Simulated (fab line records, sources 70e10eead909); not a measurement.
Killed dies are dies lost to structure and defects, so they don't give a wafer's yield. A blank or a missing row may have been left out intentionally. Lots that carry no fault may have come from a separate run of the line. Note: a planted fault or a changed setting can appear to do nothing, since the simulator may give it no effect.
Which tool is to blame? ; flow nandHarc ; 72 wafers sampled from 24 lots at 1 step of a route of 1302

== WHAT THE GAUGES SHOWED, per wafer ==
NHARC_A_CHANNEL_FILL_D2_THK_MEAS_06: measures by ellipsometry. Usual: thkNm 5.0 nm, standard deviation 0.93.
lot;measured;on;thkNm (nm);flag
L074;day 14 23:59;filmMetro-02;5.5 5.0 5.1;
L075;day 15 00:00;filmMetro-01;4.3 4.8 5.1;
L078;day 15 23:02;filmMetro-01;4.2 5.9 6.8;
L076;day 15 23:02;filmMetro-02;5.8 4.9 4.1;
L077;day 15 23:02;filmMetro-02;2.7 5.4 6.9;
L081;day 17 06:41;filmMetro-02;5.7 3.7 5.6;
L079;day 17 06:41;filmMetro-01;5.5 5.1 6.7;
L080;day 17 06:42;filmMetro-02;4.4 7.6 6.3;
L082;day 18 06:24;filmMetro-01;5.5 4.2 5.1;
L083;day 18 12:19;filmMetro-02;4.2 6.4 5.7;
L085;day 19 20:47;filmMetro-02;4.3 5.5 6.1;
L084;day 19 23:35;filmMetro-02;4.1 4.9 4.8;
L086;day 19 23:35;filmMetro-01;6.2 6.5 5.8;
L087;day 21 02:11;filmMetro-01;4.4 3.8 5.7;
L088;day 21 02:12;filmMetro-01;4.2 2.6 3.7;
L089;day 21 13:49;filmMetro-01;4.9 5.2 5.8;
L090;day 21 13:49;filmMetro-02;5.5 3.9 5.9;
L091;day 22 04:23;filmMetro-02;5.3 6.0 5.5;
L092;day 23 00:16;filmMetro-01;4.2 6.3 4.1;
L093;day 23 12:02;filmMetro-02;5.4 4.4 4.5;
L095;day 24 00:06;filmMetro-01;4.2 5.0 4.3;
L094;day 24 00:06;filmMetro-02;4.0 5.3 4.4;
L096;day 24 08:05;filmMetro-02;4.4 3.6 4.1;
L097;day 24 19:04;filmMetro-01;5.5 3.7 4.4;

== WHICH TOOL RAN EACH LOT (tool, then ch and the chambers of the sampled wafers, then the start) ==
Before these readings, the record contains no process step.

== AS READ BY THE TOOLS THEMSELVES (means over the sampled wafers that have a number; for cases with no such wafer, the mark the record gives instead) ==
The record holds no such reading with a usual standard deviation.

== THE ANSWER, worked out from the rows above alone ==
Rule: lot off if the mean of its wafers having a number is beyond 3 standard deviations from the usual mean. A lot without any number at a reading at which 4 lots or more have one is off too. Any other lot the step has rows for is counted as sound. Order of review: gauges by route order, followed by the tools' own readings, for which a lot's mean as printed above is used. The first step at which some lot is off is used, and at that step the reading that is off furthest; a lot without a number counts as furthest.
No lot is off on any of the readings shown, so nothing can be concluded from this.

== WHAT WAS PUT IN BY THE SIMULATOR ==
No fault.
